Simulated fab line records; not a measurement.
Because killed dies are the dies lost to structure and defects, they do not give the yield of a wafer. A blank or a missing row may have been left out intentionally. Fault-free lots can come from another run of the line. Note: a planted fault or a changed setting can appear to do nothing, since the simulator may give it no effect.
Comparing a struck lot with a sound one :: flow n5 finfet :: 18 out of 1938 route steps
Sound: wafers L868.1, L868.4, L868.6. Struck: wafer L887.3. (L887.1, L887.4 of the same lot were not struck and are left out.) The cause comes at the end.
For every step that has rows: the tool of each side, followed by ch and its chambers, followed by its first start. Under that, the readings that differ: sound wafers :: struck wafers :: difference of the means :: sigmas: that difference in standard deviations of wafers without a fault.
alike: words and numbers the same on both sides, and readings whose means are apart by under 2 such deviations; not compared: readings that were withheld, readings missing a value for some wafer, numbers with overlapping values and no deviation given by the record, and bounds like >300 which may hide the same value.
Wherever a step has rows on one side only, a row that says differs or no value, or a row with sigmas, the two part there. Numbers that have no deviation but don't overlap get no sigmas and don't part them. A reading that every wafer of one side lacks parts them only if that side has two wafers or more.

first, 7 steps without rows for these wafers: N5_BEOL_M11_COAT_60 (time 60 s, resist thk 30 nm); N5_BEOL_M11_COAT_05 (resist thk 90 nm); N5_BEOL_M11_EBR_07; N5_BEOL_M11_SOFTBAKE_06 (time 60 s); N5_BEOL_M11_EXPOSE_08 (exposes mask M11); N5_BEOL_M11_PEB_09 (peb time 60 s); N5_BEOL_M11_DEVELOP_10 (develop time 30 s).
N5_BEOL_M11_CD_MEAS_11: the cd target is 64.1 nm.
  sound on cd sem-02 ch 0, day 10 11:32; struck on cd sem-01 ch 0, day 15 07:34
  alike: cd nm
N5_BEOL_M11_OVL_MEAS_12:
  sound on overlay-01 ch 0, day 10 11:34; struck on overlay-02 ch 0, day 15 07:36
  alike: M11_OVL
N5_BEOL_M11_INSPECT_13: inspects for defects (brightfield).
  sound on defect inspect-02, day 10 11:35; struck on defect inspect-02, day 15 07:37
  alike: raw defect count
N5_BEOL_M11_DESCUM_16: chemistry O2, time 7.9 s.
  sound on rie diel-04 ch 0,1,2, day 10 11:48; struck on rie diel-04 ch 3, day 15 07:40
reading: showerhead plenum p Torr (Torr)
sound: 2.02 2.04 1.99
struck: 2.22
difference: +0.20
sigmas: +2
  alike: drypump motor current A, oes product au, rf vpp V, throttle valve pct
  not compared: rf hours counter h
N5_BEOL_M11_ETCH_61: etches SiARC in CF4, target depth 39 nm, time 65 s.
  sound on rie diel-04 ch 0,1,2, day 10 11:50; struck on rie diel-04 ch 3, day 15 07:43
reading: showerhead plenum p Torr (Torr)
sound: 2.07 2.10 2.04
struck: 2.26
difference: +0.19
sigmas: +2
  alike: bias w, drypump motor current A, etch rf on time s, oes product au, rf vpp V, throttle valve pct
  not compared: rf hours counter h
N5_BEOL_M11_ETCH_62: etches SOC in N2/H2, target depth 110 nm, overetch 22 nm, time 165 s.
  sound on rie diel-04 ch 0,1,2, day 10 11:53; struck on rie diel-04 ch 3, day 15 07:46
reading: rf vpp V (V)
sound: 521.2 522.3 520.2
struck: 529.1
difference: +7.9
sigmas: +3

reading: showerhead plenum p Torr (Torr)
sound: 2.48 2.48 2.43
struck: 2.69
difference: +0.23
sigmas: +2

reading: model.SiARC_of_BEOL_M11_COAT_60.thk nm (nm)
sound: 23.4 23.4 23.4
struck: 20.4
difference: -3.0
sigmas: 

reading: model.BEOL_M11.cd offset nm (nm)
sound: 1 0.4 -0.4
struck: 1.2
difference: +0.9
sigmas: 
  alike: bias w, drypump motor current A, oes product au, throttle valve pct
  not compared: rf hours counter h
then, 1 step without rows for these wafers: N5_BEOL_M11_STRIP_68 (strips in N2/H2).
N5_BEOL_M11_STRIP_67: strips in CF4.
  sound on rie diel-04 ch 0,1,2, day 10 12:02; struck on rie diel-04 ch 3, day 15 07:54
reading: rf vpp V (V)
sound: 269.7 269.3 270.4
struck: 274.4
difference: +4.6
sigmas: +3

reading: showerhead plenum p Torr (Torr)
sound: 1.74 1.75 1.71
struck: 1.89
difference: +0.16
sigmas: +2
  alike: drypump motor current A, oes product au, power w, throttle valve pct
  not compared: rf hours counter h
N5_BEOL_M11_HM_OPEN_17: chemistry Cl2/BCl3, target TiN, target depth 20 nm, overetch 6 nm.
  sound on rie metal-01 ch 0,1, day 10 12:04; struck on rie metal-03 ch 1, day 15 07:56
reading: model.BEOL_M11.cd offset nm (nm)
sound: 0.8 0.2 -0.6
struck: 1.4
difference: +1.3
sigmas: 
  alike: bias w, drypump motor current A, oes product au, throttle valve pct
  not compared: rf hours counter h
N5_BEOL_M11_STRIP_19: strips in O2.
  sound on rie diel-03 ch 0,2,3, day 10 12:13; struck on rie diel-03 ch 2, day 15 08:04
reading: oes product au (a.u.)
sound: 0.70 0.87 0.70
struck: 0.95
difference: +0.19
sigmas: +2
  alike: drypump motor current A, rf vpp V, showerhead plenum p Torr, throttle valve pct
  not compared: rf hours counter h
N5_PASSIVATION_PROBE_49:
  sound on prober-01, day 12 09:29; struck on prober-01, day 17 06:32
  alike: defect limited yield, killed_at_M0_to_M3, killed_at_M4_up, killed at contacts, killed at front end, killed at other, killed dies, killed open, killed short, sort_bin_5_function, sort_bin_6_memory, sort n pass, sort yield pct

## WHERE THEY PART
First at N5_BEOL_M11_DESCUM_16; last, within this record, at N5_BEOL_M11_STRIP_19. Later steps at which nothing parts them and some readings are alike: N5_PASSIVATION_PROBE_49.

WHY: what the simulator had put in
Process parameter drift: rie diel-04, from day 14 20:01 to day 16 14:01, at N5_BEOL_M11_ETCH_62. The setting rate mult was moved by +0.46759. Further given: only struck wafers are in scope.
